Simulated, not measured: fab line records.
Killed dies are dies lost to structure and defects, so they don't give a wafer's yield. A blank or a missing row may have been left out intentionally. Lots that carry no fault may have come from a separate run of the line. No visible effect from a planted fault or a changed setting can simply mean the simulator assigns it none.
Matching of chambers / flow nand_harc / rie_diel-08 running NHARC_A_STAIRCASE_ETCHBACK_157: 4 sister chambers
The step etches the open film in CH3F/O2, target depth 90 nm, time 167.14 s. 8 wafers are shown with their chamber, then 8 later ones without.

== EACH WAFER AND ITS CHAMBER ==
wafer=L075.3; chamber=0; showerhead_plenum_p_Torr (Torr)=2.32; rf_vpp_V (V)=243.1
wafer=L074.2; chamber=1; showerhead_plenum_p_Torr (Torr)=2.39; rf_vpp_V (V)=243.7
wafer=L079.1; chamber=3; showerhead_plenum_p_Torr (Torr)=2.52; rf_vpp_V (V)=245.4
wafer=L079.6; chamber=3; showerhead_plenum_p_Torr (Torr)=2.52; rf_vpp_V (V)=245.2
wafer=L080.1; chamber=2; showerhead_plenum_p_Torr (Torr)=2.52; rf_vpp_V (V)=244.4
wafer=L080.5; chamber=1; showerhead_plenum_p_Torr (Torr)=2.38; rf_vpp_V (V)=244.4
wafer=L080.6; chamber=2; showerhead_plenum_p_Torr (Torr)=2.52; rf_vpp_V (V)=244.7
wafer=L091.1; chamber=0; showerhead_plenum_p_Torr (Torr)=2.31; rf_vpp_V (V)=241.3

== WAFERS WHOSE CHAMBER IS MISSING ==
wafer=L091.2; showerhead_plenum_p_Torr (Torr)=2.37; rf_vpp_V (V)=242.1
wafer=L091.3; showerhead_plenum_p_Torr (Torr)=2.51; rf_vpp_V (V)=245.3
wafer=L096.1; showerhead_plenum_p_Torr (Torr)=2.30; rf_vpp_V (V)=243.1
wafer=L096.2; showerhead_plenum_p_Torr (Torr)=2.37; rf_vpp_V (V)=243.0
wafer=L096.6; showerhead_plenum_p_Torr (Torr)=2.51; rf_vpp_V (V)=246.1
wafer=L097.3; showerhead_plenum_p_Torr (Torr)=2.50; rf_vpp_V (V)=243.2
wafer=L097.4; showerhead_plenum_p_Torr (Torr)=2.30; rf_vpp_V (V)=241.6
wafer=L097.6; showerhead_plenum_p_Torr (Torr)=2.30; rf_vpp_V (V)=241.3

== CHAMBER TAKEN BY EACH ==
wafer=L091.2; from the rows above=1; in truth=1
wafer=L091.3; from the rows above=can't be placed: 3 or 2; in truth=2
wafer=L096.1; from the rows above=0; in truth=0
wafer=L096.2; from the rows above=1; in truth=1
wafer=L096.6; from the rows above=can't be placed: 3 or 2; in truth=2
wafer=L097.3; from the rows above=can't be placed: 2 or 3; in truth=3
wafer=L097.4; from the rows above=0; in truth=0
wafer=L097.6; from the rows above=0; in truth=0
5 of 8 placed correctly. From these rows, 3 cannot be placed; in 3 the true chamber is one of the candidates. Placed wrongly: 0.
How it was worked out, from the rows above alone: a wafer's distance from a chamber is the root of the sum, over the readings, of the square of ((its reading less the chamber's mean) divided by the reading's scatter). If the next closest chamber is less than 2 further off than the closest, the wafer can't be placed; otherwise it belongs to the closest. A chamber's mean is the mean of its shown wafers. How the scatter is found: for the shown wafers, subtract from each reading the mean of its chamber, square and add these, divide the total by (wafers less chambers), then take the root.
